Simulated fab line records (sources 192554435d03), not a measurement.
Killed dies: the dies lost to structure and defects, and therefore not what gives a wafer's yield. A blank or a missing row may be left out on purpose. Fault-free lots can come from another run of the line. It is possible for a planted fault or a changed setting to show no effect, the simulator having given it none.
What tool caused it? + flow n5_finfet + Sampling: 11 lots, 33 wafers, 2 of 1938 route steps

WHAT EACH GAUGE READ, for each wafer
N5_BEOL_M11_INSPECT_58: inspects for defects (darkfield).
| lot  | measured     | on                | raw_defect_count |
|------|--------------|-------------------|------------------|
| L168 | day 9 17:29  | defect_inspect-01 | 92 66 112        |
| L169 | day 11 12:38 | defect_inspect-01 | 62 91 65         |
| L170 | day 11 21:18 | defect_inspect-01 | 58 79 40         |
| L173 | day 12 05:03 | defect_inspect-01 | 78 53 50         |
| L179 | day 13 13:03 | defect_inspect-02 | 57 39 81         |
| L182 | day 14 10:24 | defect_inspect-01 | 74 84 64         |
| L183 | day 14 12:08 | defect_inspect-01 | 94 91 100        |
| L186 | day 15 15:19 | defect_inspect-02 | 53 56 57         |
| L187 | day 15 15:30 | defect_inspect-01 | 79 101 48        |
| L188 | day 15 17:30 | defect_inspect-02 | 85 139 90        |
| L189 | day 16 04:37 | defect_inspect-01 | 36 61 44         |

TOOL THAT RAN EACH LOT (tool first, then ch and the chambers of the sampled wafers, then the start)
| lot  | N5_BEOL_M11_SPUTTER_48       |
|------|------------------------------|
| L168 | pvd_sputter-01, day 9 16:22  |
| L169 | pvd_sputter-02, day 11 11:40 |
| L170 | pvd_sputter-03, day 11 20:13 |
| L173 | pvd_sputter-03, day 12 03:59 |
| L179 | pvd_sputter-03, day 13 11:44 |
| L182 | pvd_sputter-03, day 14 09:16 |
| L183 | pvd_sputter-03, day 14 10:34 |
| L186 | pvd_sputter-03, day 15 14:15 |
| L187 | pvd_sputter-03, day 15 14:31 |
| L188 | pvd_sputter-03, day 15 16:32 |
| L189 | pvd_sputter-03, day 16 02:30 |
- N5_BEOL_M11_SPUTTER_48: material Cu, target thk 12 nm, time 2 s.

THE ANSWER, worked out from the rows above alone
Rule: what is usual is taken from the lots themselves. The widest of any qualifying gaps counts: lots, ordered by their means at a reading, are off when they make up no more than a third of the lots, leave a main group of 4 or more, and stand apart from it by 3 or more times the standard deviation of that group's means. Not used: any main group whose means are identical at the precision the tables above print for the reading. A lot without any number at a reading at which 4 lots or more have one is off too. Where the step has rows for the other lots, those lots are counted as sound.
None of the lots is off at any reading shown; this tells nothing.

WHAT THE SIMULATOR HAD INSERTED
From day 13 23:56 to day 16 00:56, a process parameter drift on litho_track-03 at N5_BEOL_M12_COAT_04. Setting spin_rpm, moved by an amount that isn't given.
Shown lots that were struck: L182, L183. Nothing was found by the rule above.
